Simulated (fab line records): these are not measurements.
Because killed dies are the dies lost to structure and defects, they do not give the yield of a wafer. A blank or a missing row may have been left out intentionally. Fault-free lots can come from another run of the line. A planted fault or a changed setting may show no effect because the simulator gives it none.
Matching of chambers ; flow nandHarc ; rieDiel-03 running NHARC_A_BLC_ETCH_18: 4 sister chambers
The step etches the open film in C4F8/O2/Ar, target depth 910 nm. 14 wafers are shown with their chamber, then 7 later ones without.

== EACH WAFER AND ITS CHAMBER ==
wafer;chamber;rfVppV (V);oesProductAu (a.u.)
L212.2;0;974;0.958
L212.4;2;973;0.979
L212.6;0;974;0.962
L216.2;1;970;0.972
L216.3;3;980;0.974
L216.5;2;972;0.986
L217.1;1;970;0.989
L217.3;3;980;0.967
L217.5;1;969;0.984
L220.3;2;972;0.940
L220.4;0;974;0.917
L220.6;3;980;0.903
L223.2;0;973;0.971
L223.3;3;979;0.955

SIGNATURES, as means of the wafers listed above
reading;chamber 0;chamber 1;chamber 2;chamber 3;scatter within a chamber
rfVppV;973.75;969.67;972.33;979.75;0.532
oesProductAu;0.95200;0.98167;0.96833;0.94975;0.0249
Rule: a wafer's distance from a chamber is the root of the sum, over the readings, of the square of ((its reading less the chamber's mean) divided by the reading's scatter). The wafer belongs to the nearest chamber; if the next one is less than 2 further off, it can't be placed. The scatter: take each reading less its chamber's mean, square it, sum over the shown wafers, divide by the number of wafers less the number of chambers, and take the root.

== WAFERS WHOSE CHAMBER IS MISSING ==
wafer;rfVppV (V);oesProductAu (a.u.)
L223.5;970;0.964
L227.1;973;0.932
L227.3;979;0.922
L227.6;969;0.924
L233.2;972;0.944
L233.4;968;0.938
L233.5;978;0.913

== EACH ONE'S CHAMBER ==
wafer;from the rows above;in truth
L223.5;1;1
L227.1;can't be placed: 0 or 2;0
L227.3;3;3
L227.6;1;1
L233.2;2;2
L233.4;1;1
L233.5;3;3
6 of 7 placed correctly. Unplaceable from these rows: 1, with the true chamber sitting among the candidates in 1. 0 placed wrongly.
